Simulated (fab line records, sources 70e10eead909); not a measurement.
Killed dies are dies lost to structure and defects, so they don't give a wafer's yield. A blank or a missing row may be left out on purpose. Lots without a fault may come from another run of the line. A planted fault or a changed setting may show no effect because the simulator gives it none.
Which tool did it? | flow nand_harc | 13 lots, 39 wafers sampled, at 5 steps of a route of 1159

WHAT THE GAUGES READ, wafer by wafer
NHARC_P_STI_OCD_MEAS_43.
lot  | measured    | on     | trench_depth_nm (nm) | trench_foot_cd_nm (nm)
L790 | day 2 12:14 | ocd-01 | 298 296 291          | 152.4 157.2 158.0
L791 | day 2 19:20 | ocd-01 | 296 299 294          | 158.9 160.4 158.1
L792 | day 3 02:32 | ocd-01 | 295 292 296          | 158.0 158.2 158.1
L795 | day 3 18:10 | ocd-02 | 299 298 302          | 158.6 160.8 157.8
L796 | day 4 03:15 | ocd-02 | 301 291 291          | 153.9 158.7 161.2
L797 | day 4 03:21 | ocd-01 | 301 295 295          | 154.4 159.4 158.6
L801 | day 5 02:47 | ocd-02 | 295 293 294          | 156.4 155.2 158.5
L803 | day 5 18:46 | ocd-02 | 293 291 298          | 156.7 156.6 154.6
L808 | day 6 22:33 | ocd-01 | 297 299 298          | 158.6 154.7 157.5
L806 | day 6 22:40 | ocd-02 | 298 297 302          | 158.1 155.7 154.1
L809 | day 7 14:04 | ocd-02 | 306 298 296          | 157.1 160.9 156.3
L812 | day 7 21:27 | ocd-01 | 298 296 296          | 157.4 160.4 158.3
L813 | day 8 09:56 | ocd-01 | 298 301 295          | 158.3 160.4 162.7

NHARC_END_SORT_01.
lot  | measured     | on        | killed_at_array | killed_at_other | killed_at_periphery | killed_dies | killed_open | killed_short
L796 | day 21 23:37 | prober-02 | 23 27 26        | 1 0 0           | 13 6 9              | 37 33 35    | 3 1 3       | 2 4 4
L803 | day 24 19:40 | prober-01 | 38 30 39        | 0 0 0           | 7 4 1               | 45 34 40    | 6 1 2       | 3 2 0
L806 | day 25 18:07 | prober-02 | 37 32 25        | 0 0 0           | 4 3 3               | 41 35 28    | 5 2 1       | 0 1 0

WHICH TOOL RAN EACH LOT (tool, then ch and the chambers of the sampled wafers, then the start)
lot  | NHARC_P_GATE_DESCUM_31             | NHARC_P_GATE_ETCH_32             | NHARC_P_GATE_ALD_36
L790 | rie_diel-13 ch 2,3, day 4 15:08    | rie_si-02 ch 1,3, day 4 15:44    | ald_sin-04 ch 0,1, day 4 17:37
L791 | rie_diel-08 ch 1,2, day 5 01:50    | rie_si-04 ch 1,2,3, day 5 02:24  | ald_sin-03 ch 0,2,3, day 5 04:15
L792 | rie_diel-08 ch 0,2,3, day 5 10:38  | rie_si-01 ch 0,1, day 5 11:26    | ald_sin-04 ch 1,2,3, day 5 12:41
L795 | rie_diel-13 ch 0,1,2, day 5 23:15  | rie_si-02 ch 2,3, day 5 23:41    | ald_sin-01 ch 2,3, day 6 00:29
L796 | rie_diel-13 ch 2,3, day 6 17:26    | rie_si-04 ch 0,1, day 6 18:05    | ald_sin-03 ch 0,1, day 6 18:55
L797 | rie_diel-08 ch 0,1,3, day 6 17:34  | rie_si-01 ch 0,1,2, day 6 18:02  | ald_sin-01 ch 1,2,3, day 6 18:49
L801 | rie_diel-13 ch 0,1,3, day 8 14:11  | rie_si-04 ch 2,3, day 8 14:38    | ald_sin-01 ch 0,3, day 8 18:16
L803 | rie_diel-13 ch 1,2,3, day 8 14:56  | rie_si-04 ch 0,1,3, day 8 15:30  | ald_sin-04 ch 0,2,3, day 8 23:02
L808 | rie_diel-13 ch 0,1,2, day 9 04:17  | rie_si-01 ch 0,1,3, day 9 05:18  | ald_sin-01 ch 0,1,3, day 9 13:56
L806 | rie_diel-13 ch 1,2,3, day 9 04:24  | rie_si-04 ch 0,3, day 9 05:19    | ald_sin-04 ch 0,3, day 9 14:20
L809 | rie_diel-08 ch 2,3, day 9 17:46    | rie_si-02 ch 0,1,3, day 9 18:26  | ald_sin-01 ch 0,1,2, day 9 21:20
L812 | rie_diel-11 ch 0,2,3, day 9 23:21  | rie_si-01 ch 1,2,3, day 10 00:06 | ald_sin-03 ch 0,1,2, day 10 02:34
L813 | rie_diel-13 ch 1,2,3, day 10 10:25 | rie_si-02 ch 2,3, day 10 10:52   | ald_sin-01 ch 0,2,3, day 10 11:39
- NHARC_P_GATE_DESCUM_31: chemistry O2, time 3 s.
- NHARC_P_GATE_ETCH_32: etches the open film in HBr/Cl2, target depth 150 nm, time 100.1 s.
- NHARC_P_GATE_ALD_36: deposits SiNx, target thk 20 nm, pulse time 60 s, ald cycles 223.

WHAT THE TOOLS THEMSELVES READ (means of the sampled wafers that have a number; where no wafer has one, the mark that the record gives instead)
NHARC_P_GATE_DESCUM_31.
lot  | tool        | drypump_motor_current_A (A) | oes_product_au (a.u.) | rf_vpp_V (V) | showerhead_plenum_p_Torr (Torr) | throttle_valve_pct (%)
L790 | rie_diel-13 | 5.8                         | 1.010                 | 57.3         | 1.93                            | 11.305
L791 | rie_diel-08 | 5.2                         | 1.004                 | 57.6         | 2.01                            | 11.312
L792 | rie_diel-08 | 5.2                         | 0.998                 | 57.9         | 1.89                            | 11.320
L795 | rie_diel-13 | 5.8                         | 1.009                 | 57.2         | 1.85                            | 11.322
L796 | rie_diel-13 | 6.0                         | 1.017                 | 57.2         | 1.85                            | 11.306
L797 | rie_diel-08 | 5.4                         | 1.005                 | 57.5         | 1.88                            | 11.325
L801 | rie_diel-13 | 5.6                         | 1.010                 | 57.1         | 1.92                            | 11.300
L803 | rie_diel-13 | 5.9                         | 1.012                 | 57.8         | 1.91                            | 11.316
L808 | rie_diel-13 | 5.8                         | 1.006                 | 57.5         | 1.85                            | 11.306
L806 | rie_diel-13 | 5.9                         | 1.009                 | 57.9         | 1.91                            | 11.318
L809 | rie_diel-08 | 5.0                         | 0.995                 | 58.1         | 1.91                            | 11.312
L812 | rie_diel-11 | 5.6                         | 0.992                 | 56.9         | 1.84                            | 11.314
L813 | rie_diel-13 | 6.0                         | 1.005                 | 57.7         | 1.90                            | 11.319

NHARC_P_GATE_ETCH_32.
lot  | tool      | drypump_motor_current_A (A) | mfc_cl2_sccm (sccm) | oes_product_au (a.u.) | throttle_valve_pct (%)
L790 | rie_si-02 | 5.2                         | 50.19               | 1.006                 | 26.413
L791 | rie_si-04 | 5.4                         | 50.02               | 0.998                 | 26.405
L792 | rie_si-01 | 5.3                         | 49.92               | 0.992                 | 26.416
L795 | rie_si-02 | 4.9                         | 49.94               | 0.997                 | 26.412
L796 | rie_si-04 | 5.1                         | 50.07               | 0.991                 | 26.409
L797 | rie_si-01 | 5.3                         | 50.13               | 1.009                 | 26.400
L801 | rie_si-04 | 5.4                         | 50.05               | 0.988                 | 26.405
L803 | rie_si-04 | 5.2                         | 25.02               | 1.001                 | 24.893
L808 | rie_si-01 | 5.4                         | 49.87               | 1.009                 | 26.418
L806 | rie_si-04 | 4.9                         | 24.90               | 0.985                 | 24.909
L809 | rie_si-02 | 5.6                         | 50.01               | 1.000                 | 26.411
L812 | rie_si-01 | 5.5                         | 49.77               | 1.004                 | 26.395
L813 | rie_si-02 | 4.9                         | 50.06               | 0.999                 | 26.410

NHARC_P_GATE_ALD_36.
lot  | tool       | heater_power_w (W) | precursor_pulse_height_rel
L790 | ald_sin-04 | 802                | 1.017
L791 | ald_sin-03 | 839                | 1.000
L792 | ald_sin-04 | 838                | 0.993
L795 | ald_sin-01 | 808                | 1.013
L796 | ald_sin-03 | 901                | 0.994
L797 | ald_sin-01 | 784                | 0.977
L801 | ald_sin-01 | 890                | 0.992
L803 | ald_sin-04 | 788                | 0.997
L808 | ald_sin-01 | 846                | 1.020
L806 | ald_sin-04 | 779                | 1.015
L809 | ald_sin-01 | 820                | 1.019
L812 | ald_sin-03 | 862                | 0.989
L813 | ald_sin-01 | 843                | 1.001

THE ANSWER, worked out from the rows above alone
Rule: what is usual is taken from the lots themselves. Put in order of their means at a reading, lots are off if they are a third of the lots or fewer, leave a main group of 4 or more, and stand apart from it by a gap of 3 or more times the standard deviation of the main group's means; of several such gaps the widest counts. A main group whose means are all the same, to the digits that the tables above print for the reading, isn't used. A lot without any number at a reading at which 4 lots or more have one is off too. The other lots that the step has rows for count as sound. The gauges are gone through in route order, then the tools' own readings, and for those a lot's mean is taken as printed above. The first step at which some lot is off is used, and at that step the reading that is off furthest; a lot without a number counts as furthest.
Off: L803, L806, at NHARC_P_GATE_ETCH_32 (throttle_valve_pct). The main group: mean 26.409 %, standard deviation 0.0065.
A tool fits if, at that step or a process step before it, it ran every lot that is off, and no sound lot after the first of them. One fits: rie_si-04 at NHARC_P_GATE_ETCH_32. Its last sound lot is L801 (day 8 14:38), its first lot that is off L803 (day 8 15:30): a fault that began between those two fits.
The tool's own readings at NHARC_P_GATE_ETCH_32 bear it out: on the lots that are off they differ by more than 5 times the standard deviation of the sound lots' means. mfc_cl2_sccm reads 24.96 sccm there against 50.00 sccm on the sound lots; throttle_valve_pct reads 24.901 % there against 26.409 % on the sound lots.

WHAT THE SIMULATOR HAD PUT IN
Process parameter drift: rie_si-04, from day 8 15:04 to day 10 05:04, at NHARC_P_GATE_ETCH_32. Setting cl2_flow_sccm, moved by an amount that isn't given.
Lots struck among those shown: L803, L806. The rule above found the same.
